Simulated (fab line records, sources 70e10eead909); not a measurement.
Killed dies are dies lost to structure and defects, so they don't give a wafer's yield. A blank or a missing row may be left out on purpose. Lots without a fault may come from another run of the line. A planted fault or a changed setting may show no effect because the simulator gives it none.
Problem report in the 8D (eight disciplines) form, filled by code | flow nand_harc | the parts of the form that need people (team, actions taken, sign-off) are left out

1. THE PROBLEM
killed_dies at NHARC_END_SORT_01 reads a mean of 102 on 6 wafers of 2 lots; wafers without a fault read 32 with a standard deviation of 8.7. That is +8.0 standard deviations from the usual mean.
First seen on wafer L829.1, day 23 02:01, on prober-01. The record holds 30 wafers of 10 lots with a number at this step. Rule for "out", or "out of limits": more than 4 standard deviations from the usual mean. The other wafers with a number count as sound.

2. WHAT IT IS AND WHAT IT IS NOT
question                    | is                           | is not
which readings at this step | killed_dies, killed_at_array | killed_at_periphery, killed_open
which lots                  | L829, L830                   | L817, L818, L820, L821, L823, L824, L826, L827
which wafers of those lots  | all that have a number       | -
read on which gauges        | prober-01                    | prober-02
when                        | from day 23 02:01            | up to then (21 sound wafers); but 3 sound wafers of L826 came after

3. SUSPECTS, AND WHAT RULES EACH OUT
Counting: a tool at a process step up to the reading stays a suspect if it ran every lot that is out and no sound lot after the first of them.
- the gauge at NHARC_END_SORT_01: kept. All the wafers that are out were read on prober-01, and no step on other tools shows them out.
- har_cap_etch-02 at NHARC_A_CONTACT_ETCH_138 (etches the open film in C4F8/O2/Ar, time 132 s, target depth 1289 nm): kept. It ran every lot that is out, first L829 (day 20 20:47), and no sound lot after that; its last sound lot up to then is L824 (day 19 02:39).
Left after counting: har_cap_etch-02 at NHARC_A_CONTACT_ETCH_138, prober-01 at NHARC_END_SORT_01.

4. THE CAUSE (what the simulator had put in)
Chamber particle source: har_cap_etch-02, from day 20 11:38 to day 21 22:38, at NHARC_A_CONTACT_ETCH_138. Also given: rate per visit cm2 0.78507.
Counting left 2 suspects, and this tool is among them.

5. THE CHAIN OF EFFECTS, in route order
Each row: a reading whose mean over the struck wafers that have a number lies more than 3 standard deviations from the usual. Only readings for which the record gives a usual standard deviation are gone through. hours: the time from each lot's start at the first step in this table that gives one to its start at this step, as a median over the lots. sigmas: the change in usual standard deviations.
hours | step              | reading         | usual | on struck wafers | change | sigmas
0     | NHARC_END_SORT_01 | killed_at_array | 28    | 95               | +67    | +7.8
0     | NHARC_END_SORT_01 | killed_dies     | 32    | 102              | +70    | +8.0

6. WHAT WOULD HAVE CAUGHT IT SOONER
In this record the first reading out of limits at a measuring or inspecting step was taken at day 23 02:01, 62 hours after the fault began at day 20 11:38.
All the lots that are out (2) had begun NHARC_A_CONTACT_ETCH_138 on har_cap_etch-02 by day 23 02:01. A hold on the tool at that time would have spared none of them.
